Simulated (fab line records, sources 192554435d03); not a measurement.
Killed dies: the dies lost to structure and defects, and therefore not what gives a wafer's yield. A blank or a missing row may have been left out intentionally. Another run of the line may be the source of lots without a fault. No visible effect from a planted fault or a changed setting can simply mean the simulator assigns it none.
fab line records ; flow n5_finfet
[record] lots = 7; wafers = 21; last_day = 19
route steps=1938 shown BEOL_M10@1475
lots that met no fault: taken from a fault-free run of the same line
start_h: hours from the record's first day to the start of the lot's first wafer shown ; wait_h: hours from the lot's prior step to this one ; " unchanged from the row above ; L1.1+2: several wafers, shown together as one row ; - no value, or no start given ; * or withheld: withheld ; < > ~ a bound
route shown NAME@n: names a module that has steps shown in the file, with the first one's number in the route ; usual: average and standard deviation across the fault-free wafers ; same: alike in all rows ; chamber/n: place in a boat ; sites: per-site readings ; _std_site: the standard deviation of these ; _edge_site: mean of outer sites minus mean of inner sites ; radius_mm: for every site, how far away it sits from the centre of the wafer ; mask NAME#n: copy n ; behind: the most recent tool/chamber to have shaped the wafer ; hold: what put the lot on hold/how long, in hours/how the hold closed ; device: the transistor (n, p or np) that didn't switch ; end of line: the tests these same wafers got at the end of their route ; a step with no rows: only its recipe ; killed: dies that structure and defects cost at the first sort, which is not the same as the wafer's yield ; map: dies across one wafer; x = killed, . = not, _ = none there
set.NAME: setting as actually run; set.NAME@STEP: the setting as run at that earlier step ; model.NAME: the simulator's own value behind a step, which no gauge read
certain route steps with their lots: each step a table, each wafer a row
services: a tool's chamber out of use, with start hour (start_h, from the record's first day; less than 0 if before it), hours out, and reason
[[steps]]
[step N5_BEOL_M10_COAT_59]
[recipe] resist = SOC; temp_c = 250; time_s = 60; spin_rpm = 1500; resist_thk_nm = 100
[step N5_BEOL_M10_COAT_60]
[recipe] resist = SiARC; temp_c = 220; time_s = 60; spin_rpm = 1500; resist_thk_nm = 30
[step N5_BEOL_M10_COAT_05]
[recipe] resist = CAR-ArF; spin_rpm = 1500; resist_thk_nm = 90
[step N5_BEOL_M10_EBR_07]
[recipe] solvent = PGMEA; ebr_width_mm = 1.5
[step N5_BEOL_M10_SOFTBAKE_06]
[recipe] temp_c = 110; time_s = 60; resist = CAR-ArF
[step N5_BEOL_M10_EXPOSE_08]
[recipe] mask_id = M10; na = 1.35; source_shape = dipole; sigma_inner = 0.411; sigma_outer = 0.611; polarization = te; dose_mj = 53.75
[step N5_BEOL_M10_PEB_09]
[recipe] peb_temp_c = withheld; peb_time_s = 60; resist = CAR-ArF
[step N5_BEOL_M10_DEVELOP_10]
[recipe] develop_time_s = 30; developer = TMAH; resist = CAR-ArF; rinse_liquid = diw; dry = air_spin; dev_temp_c = 23
[step N5_BEOL_M10_CD_MEAS_11]
[recipe] target_cd_nm = 64.1; landing_energy_ev = 500; detector = se_inlens; polarity = opening
[usual] cd_nm = 64.1/0.44
lot.wafer;tool;chamber;start_h;wait_h;cd_nm
L643.3;cd_sem-01;0;243.75;-;63.3
L643.4;cd_sem-01;0;243.75;-;63.7
L643.5;cd_sem-01;0;243.75;-;63.6
L658.1;cd_sem-02;0;369.86;-;63.9
L658.3;cd_sem-02;0;369.86;-;64.6
L658.5;cd_sem-02;0;369.86;-;63.9
L659.1;cd_sem-02;0;384.52;-;64.6
L659.3;cd_sem-02;0;384.52;-;63.6
L659.4;cd_sem-02;0;384.52;-;64.4
L656.1;cd_sem-03;0;388.47;-;63.2
L656.4;cd_sem-03;0;388.47;-;63.8
L656.5;cd_sem-03;0;388.47;-;63.5
L663.1;cd_sem-01;0;395.40;-;63.6
L663.3;cd_sem-01;0;395.40;-;63.5
L663.4;cd_sem-01;0;395.40;-;64.1
L664.1;cd_sem-02;0;400.67;-;63.7
L664.3;cd_sem-02;0;400.67;-;64.2
L664.4;cd_sem-02;0;400.67;-;64.1
L665.2;cd_sem-01;0;404.55;-;64.6
L665.3;cd_sem-01;0;404.55;-;64.4
L665.4;cd_sem-01;0;404.55;-;64.5
[step N5_BEOL_M10_OVL_MEAS_12]
[recipe] points_per_wafer = 44
[usual] M10_OVL = 0.4/0.88
lot.wafer;tool;chamber;start_h;wait_h;M10_OVL[nm]
L643.3;overlay-01;0;243.77;0.0;0.6
L643.4;overlay-01;0;243.77;0.0;1.5
L643.5;overlay-01;0;243.77;0.0;0.1
L658.1;overlay-01;0;369.89;0.0;0.1
L658.3;overlay-01;0;369.89;0.0;0.9
L658.5;overlay-01;0;369.89;0.0;0.2
L659.1;overlay-02;0;384.55;0.0;1.3
L659.3;overlay-02;0;384.55;0.0;0.2
L659.4;overlay-02;0;384.55;0.0;0.3
L656.1;overlay-02;0;388.50;0.0;0.4
L656.4;overlay-02;0;388.50;0.0;0.6
L656.5;overlay-02;0;388.50;0.0;0.4
L663.1;overlay-02;0;395.43;0.0;0.0
L663.3;overlay-02;0;395.43;0.0;-0.8
L663.4;overlay-02;0;395.43;0.0;-0.5
L664.1;overlay-02;0;400.70;0.0;0.3
L664.3;overlay-02;0;400.70;0.0;0.1
L664.4;overlay-02;0;400.70;0.0;0.0
L665.2;overlay-02;0;404.58;0.0;-1.0
L665.3;overlay-02;0;404.58;0.0;0.6
L665.4;overlay-02;0;404.58;0.0;-2.0
[step N5_BEOL_M10_INSPECT_13]
[recipe] mode = adi; inspect_instrument = brightfield
[usual] raw_defect_count = 426/92
lot.wafer;tool;chamber;start_h;wait_h;raw_defect_count
L643.3;defect_inspect-01;-;243.80;0.0;442
L643.4;defect_inspect-01;-;243.80;0.0;436
L643.5;defect_inspect-01;-;243.80;0.0;405
L658.1;defect_inspect-02;-;369.92;0.0;507
L658.3;defect_inspect-02;-;369.92;0.0;400
L658.5;defect_inspect-02;-;369.92;0.0;453
L659.1;defect_inspect-02;-;384.57;0.0;475
L659.3;defect_inspect-02;-;384.57;0.0;426
L659.4;defect_inspect-02;-;384.57;0.0;400
L656.1;defect_inspect-02;-;388.53;0.0;441
L656.4;defect_inspect-02;-;388.53;0.0;378
L656.5;defect_inspect-02;-;388.53;0.0;450
L663.1;defect_inspect-02;-;395.45;0.0;332
L663.3;defect_inspect-02;-;395.45;0.0;352
L663.4;defect_inspect-02;-;395.45;0.0;365
L664.1;defect_inspect-02;-;400.72;0.0;443
L664.3;defect_inspect-02;-;400.72;0.0;371
L664.4;defect_inspect-02;-;400.72;0.0;477
L665.2;defect_inspect-02;-;404.61;0.0;566
L665.3;defect_inspect-02;-;404.61;0.0;436
L665.4;defect_inspect-02;-;404.61;0.0;495
[step N5_BEOL_M10_DESCUM_16]
[recipe] chemistry = O2; time_s = 7.9; source_power_w = 50; bias_power_w = 20; pressure_mtorr = 20; rf_frequency_hz = 2.712e+07; temp_c = 40; resist = CAR-ArF; o2_flow_sccm = 225
[usual] drypump_motor_current_A = 5.8/0.51; oes_product_au = 0.80/0.08; rf_vpp_V = 242.4/1.5; showerhead_plenum_p_Torr = 2.05/0.079; throttle_valve_pct = 20.38/0.18
lot.wafer;tool;chamber;start_h;wait_h;drypump_motor_current_A;oes_product_au;rf_hours_counter_h;rf_vpp_V;showerhead_plenum_p_Torr;throttle_valve_pct
L643.3;rie_diel-03;2;243.83;0.0;6.7;0.82;78;243.6;2.11;20.55
L643.4;rie_diel-03;1;243.83;0.0;6.5;0.82;-;243.9;2.12;20.24
L643.5;rie_diel-03;2;243.83;0.0;6.7;0.81;-;243.6;2.11;20.56
L658.1;rie_diel-03;1;369.95;0.0;6.5;0.80;94;244.1;2.11;20.27
L658.3;rie_diel-03;0;369.95;0.0;6.0;0.77;124;241.8;2.00;20.45
L658.5;rie_diel-03;1;369.95;0.0;6.5;0.79;-;244.3;2.11;20.26
L659.1;rie_diel-05;0;384.61;0.0;5.3;0.77;115;242.3;2.08;20.26
L659.3;rie_diel-05;1;384.61;0.0;6.2;0.84;79;242.8;2.03;20.29
L659.4;rie_diel-05;1;384.61;0.0;6.2;0.84;-;242.6;2.03;20.28
L656.1;rie_diel-01;0;389.17;0.6;6.2;0.72;218;242.8;1.98;20.67
L656.4;rie_diel-01;3;389.17;0.6;5.1;0.70;235;239.4;1.89;20.32
L656.5;rie_diel-01;0;389.17;0.6;6.2;0.71;-;241.8;1.98;20.67
L663.1;rie_diel-03;1;395.49;0.0;6.5;0.79;103;243.1;2.11;20.30
L663.3;rie_diel-03;0;395.49;0.0;6.0;0.77;133;241.9;2.00;20.48
L663.4;rie_diel-03;3;395.49;0.0;5.6;0.89;41;244.6;2.13;20.65
L664.1;rie_diel-05;2;401.22;0.5;5.7;0.94;4;243.4;2.16;20.33
L664.3;rie_diel-05;0;401.22;0.5;5.4;0.76;121;243.0;2.08;20.29
L664.4;rie_diel-05;1;401.22;0.5;6.1;0.83;-;241.7;2.03;20.30
L665.2;rie_diel-01;2;405.07;0.5;5.4;0.92;27;243.1;2.12;20.30
L665.3;rie_diel-01;3;405.07;0.5;5.1;0.70;241;241.4;1.89;20.34
L665.4;rie_diel-01;1;405.07;0.5;6.4;0.78;121;242.5;2.02;20.19
[step N5_BEOL_M10_ETCH_61]
[recipe] chemistry = CF4; target = SiARC; target_depth_a = 390; mask_material = CAR-ArF; time_s = 65; ion_energy_ev = 80; pressure_mtorr = 40; source_w = 545; bias_w = 36; Ar_flow_sccm = 100; cf4_flow_sccm = 100; ends = cleared
[usual] bias_w = 36.01/0.1; cf4_flow_sccm = 100.0/0.31; drypump_motor_current_A = 5.8/0.51; etch_rf_on_time_s = 65.0/1.5; oes_product_au = 0.68/0.069; rf_vpp_V = 183.5/1.3; showerhead_plenum_p_Torr = 2.10/0.081; throttle_valve_pct = 15.60/0.18
lot.wafer;tool;chamber;start_h;wait_h;bias_w;cf4_flow_sccm;drypump_motor_current_A;etch_rf_on_time_s;oes_product_au;rf_hours_counter_h;rf_vpp_V;showerhead_plenum_p_Torr;throttle_valve_pct;model.CAR-ArF_of_BEOL_M10_COAT_05.thk_nm
L643.3;rie_diel-03;2;243.87;0.0;36.12;100.0;6.7;62.8;0.71;78;184.2;2.17;15.76;55.6
L643.4;rie_diel-03;1;243.87;0.0;36.24;100.1;6.5;65.4;0.72;-;184.4;2.17;15.41;55.8
L643.5;rie_diel-03;2;243.87;0.0;35.91;99.6;6.7;63.4;0.71;-;184.0;2.17;15.75;55.8
L658.1;rie_diel-03;1;369.99;0.0;-;-;-;-;-;-;-;-;-;83.6
L658.3;rie_diel-03;0;369.99;0.0;-;-;-;-;-;-;-;-;-;83.6
L658.5;rie_diel-03;1;369.99;0.0;-;-;-;-;-;-;-;-;-;83.6
L659.1;rie_diel-05;0;384.64;0.0;-;-;-;-;-;-;-;-;-;83.8
L659.3;rie_diel-05;1;384.64;0.0;-;-;-;-;-;-;-;-;-;83.8
L659.4;rie_diel-05;1;384.64;0.0;-;-;-;-;-;-;-;-;-;84
L656.1;rie_diel-01;0;389.21;0.0;-;-;-;-;-;-;-;-;-;83.2
L656.4;rie_diel-01;3;389.21;0.0;-;-;-;-;-;-;-;-;-;82.8
L656.5;rie_diel-01;0;389.21;0.0;-;-;-;-;-;-;-;-;-;83.2
L663.1;rie_diel-03;1;395.52;0.0;35.91;100.2;6.5;65.2;0.67;103;184.3;2.16;15.49;55.6
L663.3;rie_diel-03;0;395.52;0.0;35.91;100.5;6.0;65.4;0.66;133;185.0;2.07;15.76;55.6
L663.4;rie_diel-03;3;395.52;0.0;35.97;100.1;5.6;64.3;0.75;41;183.6;2.18;15.77;55.8
L664.1;rie_diel-05;2;401.25;0.0;35.85;100.6;5.6;62.0;0.82;4;186.7;2.20;15.45;55.8
L664.3;rie_diel-05;0;401.25;0.0;35.89;100.3;5.4;65.4;0.66;121;185.7;2.17;15.67;55.8
L664.4;rie_diel-05;1;401.25;0.0;36.03;99.5;6.2;65.4;0.70;-;183.8;2.08;15.56;55.8
L665.2;rie_diel-01;2;405.10;0.0;36.02;99.9;5.4;63.7;0.79;27;183.8;2.18;15.43;55.4
L665.3;rie_diel-01;3;405.10;0.0;35.92;99.8;5.1;64.9;0.59;241;181.7;1.94;15.59;55.8
L665.4;rie_diel-01;1;405.10;0.0;35.99;100.1;6.4;62.0;0.66;121;184.1;2.07;15.40;55.6
[step N5_BEOL_M10_ETCH_62]
[recipe] chemistry = N2/H2; target = SOC; target_depth_a = 1100; overetch_a = 220; mask_material = SiARC; temp_c = 40; time_s = 165; ion_energy_ev = 200; pressure_mtorr = 30; source_w = 840; bias_w = 150; n2_flow_sccm = 200; h2_flow_sccm = 200
[usual] bias_w = 150.0/0.47; chamber_pressure_mTorr = 30.002/0.027; drypump_motor_current_A = 5.8/0.51; oes_product_au = 0.68/0.064; rf_vpp_V = 522.4/2.8; showerhead_plenum_p_Torr = 2.49/0.1; throttle_valve_pct = 17.76/0.19
lot.wafer;tool;chamber;start_h;wait_h;bias_w;chamber_pressure_mTorr;drypump_motor_current_A;oes_product_au;rf_hours_counter_h;rf_vpp_V;showerhead_plenum_p_Torr;throttle_valve_pct
L643.3;rie_diel-03;2;243.92;0.0;149.8;30.054;6.7;0.68;78;524.0;2.57;17.90
L643.4;rie_diel-03;1;243.92;0.0;149.8;30.055;6.5;0.71;-;525.7;2.58;17.60
L643.5;rie_diel-03;2;243.92;0.0;150.5;30.012;6.8;0.69;-;524.3;2.57;17.89
L658.1;rie_diel-03;1;370.04;0.0;149.3;30.037;6.5;0.30;94;522.8;2.57;17.62
L658.3;rie_diel-03;0;370.04;0.0;149.8;29.999;6.0;0.29;124;523.7;2.45;18.01
L658.5;rie_diel-03;1;370.04;0.0;149.7;29.982;6.5;0.31;-;524.4;2.57;17.61
L659.1;rie_diel-05;0;384.69;0.0;149.7;30.017;5.4;0.29;115;523.8;2.55;17.71
L659.3;rie_diel-05;1;384.69;0.0;150.4;30.038;6.2;0.31;79;521.8;2.45;17.57
L659.4;rie_diel-05;1;384.69;0.0;150.4;30.052;6.2;0.32;-;522.4;2.45;17.56
L656.1;rie_diel-01;0;389.26;0.0;149.9;29.988;6.3;0.27;218;520.2;2.40;17.88
L656.4;rie_diel-01;3;389.26;0.0;149.8;30.048;5.2;0.26;235;517.3;2.29;17.56
L656.5;rie_diel-01;0;389.26;0.0;149.8;29.999;6.2;0.27;-;518.9;2.40;17.89
L663.1;rie_diel-03;1;395.57;0.0;149.5;29.995;6.4;0.68;103;524.2;2.56;17.67
L663.3;rie_diel-03;0;395.57;0.0;149.4;29.999;6.0;0.65;133;520.5;2.45;18.10
L663.4;rie_diel-03;3;395.57;0.0;150.1;30.016;5.6;0.75;41;526.2;2.59;18.00
L664.1;rie_diel-05;2;401.30;0.0;149.8;29.984;5.6;0.80;4;524.7;2.61;17.68
L664.3;rie_diel-05;0;401.30;0.0;150.2;30.057;5.4;0.65;122;523.7;2.55;17.77
L664.4;rie_diel-05;1;401.30;0.0;150.0;29.968;6.2;0.70;-;522.3;2.45;17.65
L665.2;rie_diel-01;2;405.15;0.0;150.0;30.011;5.4;0.78;27;526.0;2.59;17.69
L665.3;rie_diel-01;3;405.15;0.0;150.2;30.062;5.1;0.60;241;517.1;2.29;17.64
L665.4;rie_diel-01;1;405.15;0.0;149.9;30.006;6.5;0.64;121;521.9;2.47;17.70
[step N5_BEOL_M10_STRIP_68]
[recipe] chemistry = N2/H2; temp_c = 40; n2_flow_sccm = 200; h2_flow_sccm = 200; rf_frequency_hz = 6e+07
[step N5_BEOL_M10_STRIP_67]
[recipe] chemistry = CF4; resist = SiARC; power_w = 300; bias_power_w = 75; pressure_mtorr = 50; cf4_flow_sccm = 150; rf_frequency_hz = 6e+07
[usual] cf4_flow_sccm = 150.0/0.5; drypump_motor_current_A = 5.8/0.51; oes_product_au = 0.80/0.075; rf_vpp_V = 270.4/1.5; showerhead_plenum_p_Torr = 1.76/0.066; throttle_valve_pct = 13.57/0.19
lot.wafer;tool;chamber;start_h;wait_h;cf4_flow_sccm;drypump_motor_current_A;oes_product_au;rf_hours_counter_h;rf_vpp_V;showerhead_plenum_p_Torr;throttle_valve_pct
L643.3;rie_diel-03;2;244.06;0.0;150.3;6.7;0.81;78;271.9;1.81;13.69
L643.4;rie_diel-03;1;244.06;0.0;150.1;6.5;0.84;-;271.4;1.82;13.38
L643.5;rie_diel-03;2;244.06;0.0;150.1;6.7;0.82;-;271.5;1.81;13.69
L658.1;rie_diel-03;1;370.18;0.0;150.3;6.4;0.81;94;271.9;1.81;13.43
L658.3;rie_diel-03;0;370.18;0.0;149.4;6.0;0.78;124;269.5;1.74;13.69
L658.5;rie_diel-03;1;370.18;0.0;150.5;6.5;0.80;-;270.9;1.81;13.44
L659.1;rie_diel-05;0;384.84;0.0;149.8;5.4;0.78;116;271.8;1.81;13.61
L659.3;rie_diel-05;1;384.84;0.0;149.8;6.2;0.83;79;271.0;1.75;13.50
L659.4;rie_diel-05;1;384.84;0.0;149.7;6.2;0.84;-;271.0;1.75;13.52
L656.1;rie_diel-01;0;389.40;0.0;149.9;6.2;0.72;218;268.9;1.71;13.86
L656.4;rie_diel-01;3;389.40;0.0;149.8;5.1;0.71;235;266.8;1.63;13.63
L656.5;rie_diel-01;0;389.40;0.0;150.5;6.2;0.72;-;269.5;1.71;13.88
L663.1;rie_diel-03;1;395.72;0.0;150.0;6.5;0.79;103;270.2;1.80;13.46
L663.3;rie_diel-03;0;395.72;0.0;149.7;6.0;0.77;133;270.0;1.74;13.71
L663.4;rie_diel-03;3;395.72;0.0;149.6;5.6;0.87;41;273.7;1.83;13.69
L664.1;rie_diel-05;2;401.45;0.0;150.5;5.6;0.94;4;270.9;1.85;13.41
L664.3;rie_diel-05;0;401.45;0.0;149.1;5.4;0.77;122;270.5;1.81;13.60
L664.4;rie_diel-05;1;401.45;0.0;151.0;6.2;0.82;-;269.2;1.75;13.51
L665.2;rie_diel-01;2;405.30;0.0;149.4;5.4;0.92;27;271.6;1.82;13.34
L665.3;rie_diel-01;3;405.30;0.0;150.1;5.1;0.70;241;267.4;1.63;13.64
L665.4;rie_diel-01;1;405.30;0.0;150.0;6.4;0.76;121;269.9;1.74;13.39
[step N5_BEOL_M10_HM_OPEN_17]
[recipe] chemistry = Cl2/BCl3; target_depth_a = 200; overetch_a = 60; target = TiN; mask_material = SOC; ion_energy_ev = 150; pressure_mtorr = 10; icp_w = 1000; bias_w = 126; Cl2_flow_sccm = 53.25; bcl3_flow_sccm = 21.75; Ar_flow_sccm = 25
[usual] drypump_motor_current_A = 5.9/0.42; oes_product_au = 0.69/0.058; throttle_valve_pct = 22.15/0.23
lot.wafer;tool;chamber;start_h;wait_h;drypump_motor_current_A;oes_product_au;rf_hours_counter_h;throttle_valve_pct
L643.3;rie_metal-03;1;244.13;0.1;6.0;0.52;-;22.26
L643.4;rie_metal-03;0;244.13;0.1;6.3;0.69;-;22.13
L643.5;rie_metal-03;1;244.13;0.1;6.0;0.53;-;22.26
L658.1;rie_metal-02;0;370.22;0.0;5.9;0.30;32;22.93
L658.3;rie_metal-02;0;370.22;0.0;5.9;0.30;-;22.92
L658.5;rie_metal-02;0;370.22;0.0;5.9;0.30;-;22.94
L659.1;rie_metal-03;1;384.88;0.0;6.0;0.34;6;22.87
L659.3;rie_metal-03;1;384.88;0.0;6.0;0.34;-;22.86
L659.4;rie_metal-03;0;384.88;0.0;6.3;0.30;-;22.80
L656.1;rie_metal-03;1;389.44;0.0;6.0;0.34;7;22.85
L656.4;rie_metal-03;1;389.44;0.0;6.0;0.34;-;22.85
L656.5;rie_metal-03;1;389.44;0.0;6.0;0.35;-;22.87
L663.1;rie_metal-01;1;395.76;0.0;6.0;0.62;54;22.65
L663.3;rie_metal-01;1;395.76;0.0;6.0;0.62;-;22.63
L663.4;rie_metal-01;0;395.76;0.0;5.9;0.62;-;22.06
L664.1;rie_metal-03;0;401.49;0.0;6.3;0.67;41;22.16
L664.3;rie_metal-03;1;401.49;0.0;6.0;0.79;-;22.20
L664.4;rie_metal-03;0;401.49;0.0;6.3;0.68;-;22.13
L665.2;rie_metal-01;0;405.34;0.0;5.9;0.63;57;22.04
L665.3;rie_metal-01;1;405.34;0.0;6.0;0.61;-;22.65
L665.4;rie_metal-01;0;405.34;0.0;5.9;0.63;-;22.06
[step N5_BEOL_M10_STRIP_19]
[recipe] chemistry = O2; power_w = 400; temp_c = 40; pressure_mtorr = 30; rf_frequency_hz = 6e+07; bias_power_w = 0; overash_fraction = 0.2; o2_flow_sccm = 225
[usual] drypump_motor_current_A = 5.9/0.52; oes_product_au = 0.80/0.075; rf_vpp_V = 3.7/0.61; showerhead_plenum_p_Torr = 2.06/0.077; throttle_valve_pct = 16.66/0.17
lot.wafer;tool;chamber;start_h;wait_h;drypump_motor_current_A;oes_product_au;rf_hours_counter_h;rf_vpp_V;showerhead_plenum_p_Torr;throttle_valve_pct
L643.3;rie_diel-01;1;244.21;0.1;6.4;0.82;70;3.9;2.04;16.36
L643.4;rie_diel-01;3;244.21;0.1;5.1;0.73;185;3.2;1.91;16.56
L643.5;rie_diel-01;3;244.21;0.1;5.2;0.73;-;3.8;1.91;16.58
L658.1;rie_diel-01;3;370.37;0.1;5.1;0.70;227;3.9;1.90;16.65
L658.3;rie_diel-01;2;370.37;0.1;5.4;0.96;13;3.7;2.13;16.46
L658.5;rie_diel-01;2;370.37;0.1;5.5;0.95;-;3.9;2.13;16.45
L659.1;rie_diel-05;1;385.23;0.3;6.2;0.85;79;3.7;2.03;16.57
L659.3;rie_diel-05;3;385.23;0.3;5.6;0.81;69;3.4;2.04;16.38
L659.4;rie_diel-05;1;385.23;0.3;6.2;0.85;-;4.8;2.03;16.56
L656.1;rie_diel-03;0;389.55;0.1;6.0;0.78;131;3.9;2.00;16.72
L656.4;rie_diel-03;1;389.55;0.1;6.5;0.79;101;3.2;2.12;16.55
L656.5;rie_diel-03;2;389.55;0.1;6.7;0.78;-;5.4;2.10;16.86
L663.1;rie_diel-03;0;395.87;0.1;6.0;0.76;133;2.9;2.00;16.74
L663.3;rie_diel-03;2;395.87;0.1;6.8;0.77;122;3.0;2.10;16.88
L663.4;rie_diel-03;3;395.87;0.1;5.6;0.88;41;3.2;2.14;16.84
L664.1;rie_diel-03;1;401.60;0.1;6.5;0.77;105;4.4;2.11;16.56
L664.3;rie_diel-03;2;401.60;0.1;6.7;0.76;123;3.8;2.10;16.86
L664.4;rie_diel-03;0;401.60;0.1;6.0;0.77;135;3.7;2.00;16.71
L665.2;rie_diel-03;3;405.45;0.1;5.6;0.87;44;4.0;2.14;16.86
L665.3;rie_diel-03;2;405.45;0.1;6.7;0.79;125;4.3;2.10;16.86
L665.4;rie_diel-03;1;405.45;0.1;6.5;0.79;106;3.4;2.11;16.55
[step N5_BEOL_M10_CD_MEAS_18]
[recipe] pitch_nm = 140; target_cd_nm = 70
[usual] cd_nm = 70.1/0.58
lot.wafer;tool;chamber;start_h;wait_h;cd_nm
L643.3;cd_sem-01;-;244.29;0.1;69.5
L643.4;cd_sem-01;-;244.29;0.1;69.4
L643.5;cd_sem-01;-;244.29;0.1;68.9
L658.1;cd_sem-01;-;370.44;0.0;-
L658.3;cd_sem-01;-;370.44;0.0;-
L658.5;cd_sem-01;-;370.44;0.0;-
L659.1;cd_sem-02;-;385.30;0.0;-
L659.3;cd_sem-02;-;385.30;0.0;-
L659.4;cd_sem-02;-;385.30;0.0;-
L656.1;cd_sem-03;-;389.62;0.0;-
L656.4;cd_sem-03;-;389.62;0.0;-
L656.5;cd_sem-03;-;389.62;0.0;-
L663.1;cd_sem-01;-;395.94;0.0;69.7
L663.3;cd_sem-01;-;395.94;0.0;69.1
L663.4;cd_sem-01;-;395.94;0.0;70.1
L664.1;cd_sem-02;-;401.67;0.0;70.3
L664.3;cd_sem-02;-;401.67;0.0;70.4
L664.4;cd_sem-02;-;401.67;0.0;70.2
L665.2;cd_sem-02;-;405.52;0.1;70.7
L665.3;cd_sem-02;-;405.52;0.1;70.3
L665.4;cd_sem-02;-;405.52;0.1;70.9
[step N5_BEOL_M10_COAT_63]
[recipe] resist = SOC; temp_c = 250; time_s = 60; spin_rpm = 1500; resist_thk_nm = 100
[[services]]
tool;chamber;start_h;hours;kind
rie_diel-03;3;227.88;-;clean
rie_diel-03;3;227.88;-;consumable_replace:focus_ring
rie_diel-03;3;227.88;18.7;scheduled_down
rie_diel-03;3;227.88;18.7;vent_cycle
rie_diel-05;2;229.83;7.1;repair
rie_metal-03;1;278.13;-;clean
rie_metal-03;1;278.13;20.0;scheduled_down
rie_metal-03;1;278.13;20.0;vent_cycle
rie_metal-03;1;315.00;14.0;repair
rie_diel-03;-;322.81;14.6;pm
rie_diel-01;2;329.64;-;clean
rie_diel-01;2;329.64;-;consumable_replace:focus_ring
rie_diel-01;2;329.64;14.3;scheduled_down
rie_diel-01;2;329.64;14.3;vent_cycle
rie_diel-01;1;341.15;22.0;repair
rie_metal-02;0;341.95;3.6;repair
rie_diel-05;2;349.12;1.4;repair
rie_diel-05;2;372.64;-;clean
rie_diel-05;2;372.64;-;consumable_replace:focus_ring
rie_diel-05;2;372.64;15.4;scheduled_down
rie_diel-05;2;372.64;15.4;vent_cycle
rie_metal-02;0;379.21;7.7;repair
rie_diel-05;3;395.52;5.8;repair
rie_metal-03;-;404.20;0.7;repair
[[key]]
[first_sign] step = N5_BEOL_M10_ETCH_61; reading = tool_record; direction = missing
[effect] step = N5_BEOL_M10_ETCH_62; reading = oes_product_au; direction = down; sigmas = 6.1; usual = 0.68; struck = 0.29
[effect] step = N5_BEOL_M10_HM_OPEN_17; reading = oes_product_au; direction = down; sigmas = 6.4; usual = 0.69; struck = 0.32
[effect] step = N5_BEOL_M10_CD_MEAS_18; reading = cd_nm; direction = missing
[model_effect] step = N5_BEOL_M10_ETCH_61; value = CAR-ArF_of_BEOL_M10_COAT_05.thk_nm; without = 55.51; struck = 83.51
met_at N5_BEOL_M10_ETCH_61
struck_wafers L656.1,L656.4,L656.5,L658.1,L658.3,L658.5,L659.1,L659.3,L659.4
later_rows_left_out L656.1,L656.4,L656.5,L658.1,L658.3,L658.5,L659.1,L659.3,L659.4
sort_left_out L656.1,L656.4,L656.5,L658.1,L658.3,L658.5,L659.1,L659.3,L659.4
onset_between 243.87 369.99
[fault] kind = skipped_step_whole; tool = rie_diel-01,rie_diel-03,rie_diel-05; chamber = -; onset_h = 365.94; steps = N5_BEOL_M10_ETCH_61; scope = struck_lots_only
// sort_left_out: the simulated sort isn't trusted on such a fault, so these wafers' sort isn't shown, and their yield isn't known
// later_rows_left_out: the simulator's readings of these wafers behind a module that went badly wrong aren't trusted and aren't shown, but for the sort
